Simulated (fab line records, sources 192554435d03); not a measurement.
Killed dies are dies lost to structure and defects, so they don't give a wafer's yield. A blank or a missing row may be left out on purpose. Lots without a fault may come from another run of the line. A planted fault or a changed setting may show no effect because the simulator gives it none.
Chamber matching | flow n5_finfet | N5_SD_EPI_P_ETCH_37 on rie_diel-02: 4 sister chambers
The step etches SOC in N2/H2, overetch 108 nm, time 486 s. 14 wafers are shown with their chamber, then 7 later ones without.

WAFERS WITH THEIR CHAMBER
wafer  | chamber | showerhead_plenum_p_Torr (Torr) | throttle_valve_pct (%) | drypump_motor_current_A (A)
L078.1 | 2       | 2.66                            | 24.3                   | 6.0
L078.3 | 0       | 2.64                            | 24.3                   | 6.0
L078.6 | 2       | 2.66                            | 24.3                   | 6.0
L083.2 | 1       | 2.42                            | 24.1                   | 5.7
L083.4 | 3       | 2.51                            | 24.6                   | 5.8
L083.5 | 1       | 2.42                            | 24.1                   | 5.7
L090.1 | 3       | 2.51                            | 24.6                   | 5.7
L090.2 | 0       | 2.63                            | 24.4                   | 5.9
L090.5 | 1       | 2.41                            | 24.1                   | 5.7
L093.2 | 0       | 2.62                            | 24.3                   | 6.0
L093.4 | 2       | 2.65                            | 24.3                   | 6.0
L093.5 | 2       | 2.65                            | 24.3                   | 6.0
L094.1 | 0       | 2.62                            | 24.3                   | 6.0
L094.4 | 2       | 2.65                            | 24.3                   | 6.0

SIGNATURES (means of the wafers above)
reading                  | chamber 0 | chamber 1 | chamber 2 | chamber 3 | scatter within a chamber
showerhead_plenum_p_Torr | 2.6275    | 2.4167    | 2.6540    | 2.5100    | 0.00679
throttle_valve_pct       | 24.325    | 24.100    | 24.300    | 24.600    | 0.0274
drypump_motor_current_A  | 5.975     | 5.700     | 6.000     | 5.750     | 0.0354
Rule: a wafer's distance from a chamber is the root of the sum, over the readings, of the square of ((its reading less the chamber's mean) divided by the reading's scatter). The wafer belongs to the nearest chamber; if the next one is less than 2 further off, it can't be placed. The scatter: the root of (the sum of the squares of (reading less its chamber's mean) over the shown wafers, divided by (wafers less chambers)).

WAFERS WITHOUT THEIR CHAMBER
wafer  | showerhead_plenum_p_Torr (Torr) | throttle_valve_pct (%) | drypump_motor_current_A (A)
L094.6 | 2.41                            | 24.1                   | 5.7
L095.1 | 2.62                            | 24.4                   | 5.9
L095.3 | 2.65                            | 24.3                   | 6.0
L095.4 | 2.41                            | 24.1                   | 5.7
L097.2 | 2.50                            | 24.6                   | 5.8
L097.5 | 2.62                            | 24.4                   | 5.9
L097.6 | 2.50                            | 24.6                   | 5.8

WHICH CHAMBER EACH WENT THROUGH
wafer  | from the rows above | in truth
L094.6 | 1                   | 1
L095.1 | 0                   | 0
L095.3 | 2                   | 2
L095.4 | 1                   | 1
L097.2 | 3                   | 3
L097.5 | 0                   | 0
L097.6 | 3                   | 3
Placed correctly: 7 of 7. Can't be placed from these rows: 0. Placed wrongly: 0.
